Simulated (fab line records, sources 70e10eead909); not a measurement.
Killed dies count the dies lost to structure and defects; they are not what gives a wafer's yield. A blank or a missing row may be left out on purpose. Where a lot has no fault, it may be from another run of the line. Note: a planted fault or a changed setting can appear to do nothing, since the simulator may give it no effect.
Chamber matching -- flow nand harc -- NHARC_P_BONDPAD_ETCH_24 on rie diel-01 has 4 sister chambers
The step etches the open film in CF4/N2, target depth 30 nm, time 72.99 s. 4 wafers are shown with their chamber, then 7 later ones without.

WAFERS PAIRED WITH THEIR CHAMBERS
wafer,chamber,drypump motor current A (A)
L768.4,0,5.9
L775.6,3,5.4
L773.2,2,5.1
L773.3,1,6.1

WAFERS MISSING THEIR CHAMBER
wafer,drypump motor current A (A)
L773.4,5.2
L777.4,5.9
L777.5,5.2
L777.6,6.1
L784.1,5.9
L784.3,5.1
L784.4,6.1

THE CHAMBER EACH PASSED THROUGH
wafer,from the rows above,in truth
L773.4,can't be placed: 2 or 3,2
L777.4,0,0
L777.5,can't be placed: 2 or 3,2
L777.6,1,1
L784.1,0,0
L784.3,2,2
L784.4,1,1
Correct placement for 5 of the 7. Can't be placed from these rows: 2 (the true chamber is among the candidates in 2). 0 placed wrongly.
How it was worked out, from the rows above alone: a wafer's distance from a chamber is the root of the sum, over the readings, of the square of ((its reading less the chamber's mean) divided by the reading's scatter). If the next closest chamber is less than 2 further off than the closest, the wafer can't be placed; otherwise it belongs to the closest. The mean given for a chamber averages the wafers shown for that chamber. The scatter (one wafer shown for each chamber): square how far every hidden wafer sits from the nearest shown wafer, average those squares and take the square root.
